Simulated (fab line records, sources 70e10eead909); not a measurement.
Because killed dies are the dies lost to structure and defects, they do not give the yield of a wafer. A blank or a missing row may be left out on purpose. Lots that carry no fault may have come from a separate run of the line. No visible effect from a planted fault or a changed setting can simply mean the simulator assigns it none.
Chamber matching | flow nandHarc | NHARC_A_STAIRCASE_CMP_152 on cmp-04: 4 sister chambers
The step polishes. 4 wafers are shown with their chamber, then 9 later ones without.

== WAFERS, EACH WITH ITS CHAMBER ==
wafer  | chamber | motorCurrentA (A)
L087.5 | 3       | 11.9
L088.6 | 0       | 13.7
L092.3 | 2       | 10.6
L092.5 | 1       | 13.2

== WAFERS WHOSE CHAMBER IS MISSING ==
wafer  | motorCurrentA (A)
L093.1 | 13.1
L093.4 | 13.9
L093.6 | 12.6
L095.1 | 12.5
L095.3 | 13.1
L095.6 | 13.2
L094.2 | 10.6
L094.3 | 12.0
L094.5 | 13.3

== EACH ONE'S CHAMBER ==
wafer  | from the rows above          | in truth
L093.1 | can't be placed: 1 or 0      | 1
L093.4 | can't be placed: 0 or 1      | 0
L093.6 | can't be placed: 1 or 3 or 0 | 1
L095.1 | can't be placed: 3 or 1      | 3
L095.3 | can't be placed: 1 or 0      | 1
L095.6 | can't be placed: 1 or 0      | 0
L094.2 | 2                            | 2
L094.3 | 3                            | 3
L094.5 | can't be placed: 1 or 0      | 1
Placed correctly: 2 of 9. Can't be placed from these rows: 7 (the true chamber is among the candidates in 7). 0 placed wrongly.
How it was worked out, from the rows above alone: a wafer's distance from a chamber is the root of the sum, over the readings, of the square of ((its reading less the chamber's mean) divided by the reading's scatter). The wafer belongs to the nearest chamber; if the next one is less than 2 further off, it can't be placed. A chamber's mean is the mean of its shown wafers. The scatter: root of mean squared gap, hidden wafer to nearest shown wafer, with one shown wafer a chamber.
